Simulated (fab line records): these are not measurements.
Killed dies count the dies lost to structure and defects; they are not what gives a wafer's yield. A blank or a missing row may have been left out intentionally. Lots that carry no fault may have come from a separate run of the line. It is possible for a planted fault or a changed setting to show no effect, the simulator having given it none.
Matching of chambers | flow nandHarc | aldMetal-02 running NHARC_A_BLC_ALD_23: 4 sister chambers
The step deposits TiN, target thk 3 nm, pulse time 1 s, ald cycles 150. 7 wafers are shown with their chamber, then 9 later ones without.

EACH WAFER AND ITS CHAMBER
wafer  | chamber | heaterPowerW (W) | precursorPulseHeightRel
L084.6 | 1       | 1023             | 1.015
L086.1 | 1       | 1045             | 1.020
L086.3 | 3       | 1307             | 1.016
L086.4 | 0       | 1039             | 0.980
L092.2 | 0       | 1006             | 1.016
L092.3 | 3       | 1312             | 0.987
L092.5 | 2       | 1314             | 1.027

WAFERS WHOSE CHAMBER IS MISSING
wafer  | heaterPowerW (W) | precursorPulseHeightRel
L093.2 | 1326             | 0.991
L093.3 | 1044             | 0.998
L093.6 | 1013             | 1.008
L094.1 | 1352             | 0.959
L094.3 | 1034             | 0.981
L094.4 | 1296             | 0.998
L096.2 | 1341             | 1.000
L096.4 | 1030             | 0.955
L096.6 | 1287             | 1.000

EACH ONE'S CHAMBER
wafer  | from the rows above     | in truth
L093.2 | can't be placed: 3 or 2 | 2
L093.3 | can't be placed: 1 or 0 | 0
L093.6 | can't be placed: 0 or 1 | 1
L094.1 | can't be placed: 3 or 2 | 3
L094.3 | can't be placed: 0 or 1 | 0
L094.4 | can't be placed: 3 or 2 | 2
L096.2 | can't be placed: 3 or 2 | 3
L096.4 | can't be placed: 0 or 1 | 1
L096.6 | can't be placed: 3 or 2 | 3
0 of 9 placed correctly. From these rows, 9 cannot be placed; in 9 the true chamber is one of the candidates. Wrongly placed: 0.
How it was worked out, from the rows above alone: a wafer's distance from a chamber is the root of the sum, over the readings, of the square of ((its reading less the chamber's mean) divided by the reading's scatter). The wafer belongs to the nearest chamber; if the next one is less than 2 further off, it can't be placed. For every chamber, the mean is computed from those of its wafers that are shown. The scatter is the square root of a quotient: the sum, over the shown wafers, of each reading's squared deviation from its chamber's mean, divided by wafers minus chambers.
